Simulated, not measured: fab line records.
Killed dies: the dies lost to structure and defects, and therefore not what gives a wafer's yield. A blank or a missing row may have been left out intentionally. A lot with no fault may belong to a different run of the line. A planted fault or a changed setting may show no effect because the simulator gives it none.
Which of the tools did it?    flow nandHarc    12 lots with 36 wafers sampled at 4 steps, on a route of 1159 steps

## WHAT EACH GAUGE READ, for each wafer
NHARC_THIN_TSV_CD_MEAS_12 targets a cd of 1000 nm.
lot   measured      on        cdNm (nm)
L076  day 19 19:07  cdSem-01  997.1 999.1 999.4
L078  day 20 01:45  cdSem-02  1001.5 1001.0 1000.4
L079  day 20 02:58  cdSem-02  1000.1 1000.2 1000.6
L080  day 21 01:04  cdSem-01  1001.6 1002.6 1000.7
L082  day 21 21:05  cdSem-01  1001.8 1000.4 998.8
L087  day 22 14:14  cdSem-01  998.3 998.0 999.4
L086  day 22 23:29  cdSem-01  1000.8 1000.2 999.9
L085  day 23 08:07  cdSem-03  1000.6 1001.4 1002.0
L090  day 23 12:18  cdSem-01  997.7 998.4 996.9
L092  day 23 14:43  cdSem-03  1001.4 1002.9 1001.9
L097  day 23 23:44  cdSem-03  999.4 1000.2 999.0
L096  day 24 05:49  cdSem-01  1002.8 1001.8 1000.1

## WHAT TOOL EACH LOT RAN ON (gives the tool, then ch and the chambers of the sampled wafers, and finally the start)
lot   NHARC_A_M1_STRIP_18                NHARC_A_M1_PRE_CLEAN_30                 NHARC_HYBRID_BOND_ACTIVATE_00
L076  rieDiel-03 ch 0,1,2, day 19 00:19  pvdSputter-02, day 19 07:10 or earlier  rieDiel-06 ch 1,2,3, day 19 07:10
L078  rieDiel-03 ch 0,3, day 19 01:37    pvdSputter-03, day 19 09:01 or earlier  rieDiel-06 ch 0,2,3, day 19 09:01
L079  rieDiel-03 ch 0,1,3, day 19 04:49  pvdSputter-03, day 19 11:52 or earlier  rieDiel-06 ch 1,2,3, day 19 11:52
L080  rieDiel-12 ch 0,2, day 20 02:44    pvdSputter-02, day 20 09:51 or earlier  rieDiel-06 ch 2,3, day 20 09:51
L082  rieDiel-12 ch 0,1,2, day 20 21:47  pvdSputter-02, day 21 06:11 or earlier  rieDiel-06 ch 1,2, day 21 06:11
L087  rieDiel-12 ch 2,3, day 21 12:08    pvdSputter-03, day 21 19:16 or earlier  rieDiel-06 ch 0,2, day 21 19:16
L086  rieDiel-12 ch 0,1,2, day 22 02:04  pvdSputter-01, day 22 09:03 or earlier  rieDiel-06 ch 2,3, day 22 09:03
L085  rieDiel-10 ch 1,2, day 22 12:35    pvdSputter-02, day 22 19:37 or earlier  rieDiel-06 ch 0,2, day 22 19:37
L090  rieDiel-12 ch 0,2,3, day 22 15:30  pvdSputter-03, day 22 22:43 or earlier  rieDiel-06 ch 1,2, day 22 22:43
L092  rieDiel-12 ch 2,3, day 22 16:04    pvdSputter-02, day 22 23:40 or earlier  rieDiel-06 ch 0,2,3, day 22 23:40
L097  rieDiel-12 ch 0,1,3, day 23 02:50  pvdSputter-01, day 23 09:59 or earlier  rieDiel-08 ch 1,3, day 23 09:59
L096  rieDiel-03 ch 0,1, day 23 10:26    pvdSputter-03, day 23 17:26 or earlier  rieDiel-06 ch 0,2,3, day 23 17:26
- NHARC_A_M1_STRIP_18: strips in N2/H2.
- NHARC_A_M1_PRE_CLEAN_30: time 30 s.
- NHARC_HYBRID_BOND_ACTIVATE_00: chemistry N2, time 60 s.

## THE ANSWER, worked out from the rows above alone
Rule: usual is defined by the lots themselves. The widest of any qualifying gaps counts: lots, ordered by their means at a reading, are off when they make up no more than a third of the lots, leave a main group of 4 or more, and stand apart from it by 3 or more times the standard deviation of that group's means. The tables above print the reading to a certain number of digits; a main group whose means all agree to those digits is not used. Also off: a lot with no number at a reading for which 4 or more lots have one. The other lots that the step has rows for count as sound.
Across all readings shown, no lot is off: no conclusion can be drawn from this.

## WHAT THE SIMULATOR PUT IN
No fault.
